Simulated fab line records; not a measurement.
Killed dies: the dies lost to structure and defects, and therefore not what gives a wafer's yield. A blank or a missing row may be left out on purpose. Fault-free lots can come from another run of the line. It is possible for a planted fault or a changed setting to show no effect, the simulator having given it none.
Matching of chambers ; flow n5_finfet ; N5_FIN_SAQP_MANDREL2_REMOVE_60 on rie_si-02: 4 sister chambers
The step chemistry HBr/Cl2/O2, target a-Si, stops on SiNx, bt time 10 s. 4 wafers are shown with their chamber, then 7 later ones without.

EACH WAFER AND ITS CHAMBER
wafer;chamber;oes_product_au (a.u.)
L084.4;3;1.019
L091.3;1;0.976
L092.1;2;1.007
L092.3;0;1.013

WAFERS WHOSE CHAMBER IS MISSING
wafer;oes_product_au (a.u.)
L092.6;1.018
L093.3;0.995
L093.5;1.004
L093.6;1.009
L096.1;1.001
L096.2;0.979
L096.4;1.008

EACH ONE'S CHAMBER
wafer;from the rows above;in truth
L092.6;can't be placed: 3 or 0 or 2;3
L093.3;can't be placed: 2 or 0 or 1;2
L093.5;can't be placed: 2 or 0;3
L093.6;can't be placed: 2 or 0 or 3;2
L096.1;can't be placed: 2 or 0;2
L096.2;1;1
L096.4;can't be placed: 2 or 0 or 3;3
Correct placement for 1 of the 7. Unplaceable from these rows: 6, with the true chamber sitting among the candidates in 5. Placed wrongly: 0.
How it was worked out, from the rows above alone: a wafer's distance from a chamber is the root of the sum, over the readings, of the square of ((its reading less the chamber's mean) divided by the reading's scatter). The wafer belongs to the nearest chamber; if the next one is less than 2 further off, it can't be placed. The mean given for a chamber averages the wafers shown for that chamber. The scatter (one wafer shown for each chamber): square how far every hidden wafer sits from the nearest shown wafer, average those squares and take the square root.
